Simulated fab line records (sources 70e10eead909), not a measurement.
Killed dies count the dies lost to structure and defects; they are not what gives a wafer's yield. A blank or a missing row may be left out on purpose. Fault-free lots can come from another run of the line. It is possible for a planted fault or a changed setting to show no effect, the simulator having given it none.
Struck lot and sound lot, side by side -- flow nand_harc -- 15 out of 1302 route steps
Sound: wafers L287.2, L287.3, L287.4. Struck: wafers L275.1, L275.4, L275.5. The cause is named last.
Each step with rows lists, per side, the tool, then ch with its chambers, then its first start. Under that, the readings that differ: sound wafers -- struck wafers -- difference of the means -- sigmas: that difference in standard deviations of wafers without a fault.
alike: same words and numbers on both sides, and readings whose means sit less than 2 such deviations apart. not compared: any withheld reading, any reading some wafer has no value for, any bound like >300 that may hide the same value, and any number with overlapping values for which the record gives no deviation.
A row with sigmas, a row that says differs or no value, or rows on one side alone: a step with any of these is where the two part. Non-overlapping numbers with no deviation appear without sigmas and do not part them. A reading that every wafer of one side lacks parts them only if that side has two wafers or more.

first, 6 steps without rows for these wafers: NHARC_A_CONTACT_COAT_63 (resist thk 90 nm); NHARC_A_CONTACT_SOFTBAKE_64 (time 55 s); NHARC_A_CONTACT_EBR_65; NHARC_A_CONTACT_EXPOSE_66 (exposes mask A CC 2); NHARC_A_CONTACT_PEB_67 (peb time 65 s); NHARC_A_CONTACT_DEVELOP_68 (develop time 35 s).
NHARC_A_CONTACT_CD_MEAS_69: target cd 300 nm.
  sound on cd_sem-03 ch 0, day 30 21:57; struck on cd_sem-02 ch 0, day 25 23:38
  alike: cd_nm
NHARC_A_CONTACT_OVL_MEAS_70:
  struck on overlay-02, day 25 23:43; sound on overlay-02, day 30 22:02
  alike: overlay_x_nm, overlay_y_nm
NHARC_A_CONTACT_INSPECT_71:
  struck on defect_inspect-01, day 25 23:46; sound on defect_inspect-02, day 30 22:04
  alike: raw_defect_count
NHARC_A_CONTACT_DESCUM_74: chemistry O2, time 3 s.
  sound on rie_diel-11 ch 0,2,3, day 30 22:08; struck on rie_diel-01 ch 2,3, day 25 23:49
  alike: drypump_motor_current_A, mfc_ar_sccm, oes_product_au, rf_vpp_V, showerhead_plenum_p_Torr, throttle_valve_pct
  not compared: rf_hours_counter_h
NHARC_A_CONTACT_ETCH_75: etches the open film in CF4, target depth 39 nm, time 65 s.
  sound on rie_diel-11 ch 1,2,3, day 30 22:13; struck on rie_diel-01 ch 1,2,3, day 25 23:55
  alike: bias_w, cf4_flow_sccm, drypump_motor_current_A, mfc_ar_sccm, oes_product_au, rf_vpp_V, showerhead_plenum_p_Torr, throttle_valve_pct
  not compared: rf_hours_counter_h
NHARC_A_CONTACT_ETCH_76: etches the open film in N2/H2, target depth 260 nm, time 475.3 s.
  sound on rie_diel-11 ch 1,2,3; struck on rie_diel-01 ch 0,2
  alike: bias_w, chamber_pressure_mTorr, drypump_motor_current_A, mfc_ar_sccm, n2_flow_sccm, oes_product_au, rf_vpp_V, showerhead_plenum_p_Torr, throttle_valve_pct
  not compared: rf_hours_counter_h
NHARC_A_CONTACT_ETCH_77: etches the open film in CF4/CHF3, target depth 108.9 nm, time 54.5 s.
  sound on rie_diel-11 ch 1,2,3, day 30 22:39; struck on rie_diel-01 ch 0,1,2, day 26 00:20
  no value came back on the struck wafers for any of 10 readings (bias_w (W), cf4_flow_sccm (sccm) and others); on the sound wafers bias_w (W) reads 198.8 200.0 200.2
NHARC_A_CONTACT_ETCH_78: etches the open film in O2/COS, target depth 5300 nm, time 1378 s.
  sound on rie_diel-11 ch 1,2,3; struck on rie_diel-01 ch 2,3
  alike: bias_w, chamber_pressure_mTorr, cos_flow_sccm, drypump_motor_current_A, mfc_ar_sccm, oes_product_au, rf_vpp_V, showerhead_plenum_p_Torr, throttle_valve_pct
  not compared: rf_hours_counter_h
-- jump in the record: it breaks off in module A_CONTACT and resumes in module END (first step shown: number 1302 of the route), and 2 days separate the struck wafers' starts before and after --
NHARC_END_SORT_01:
  at this point the record logs the struck wafers (prober-02 ch 0, day 28 11:34) and has no rows for the sound ones

== WHERE THEY PART ==
First at NHARC_A_CONTACT_ETCH_77; last, within this record, at NHARC_END_SORT_01.

WHY: what had been put in by the simulator
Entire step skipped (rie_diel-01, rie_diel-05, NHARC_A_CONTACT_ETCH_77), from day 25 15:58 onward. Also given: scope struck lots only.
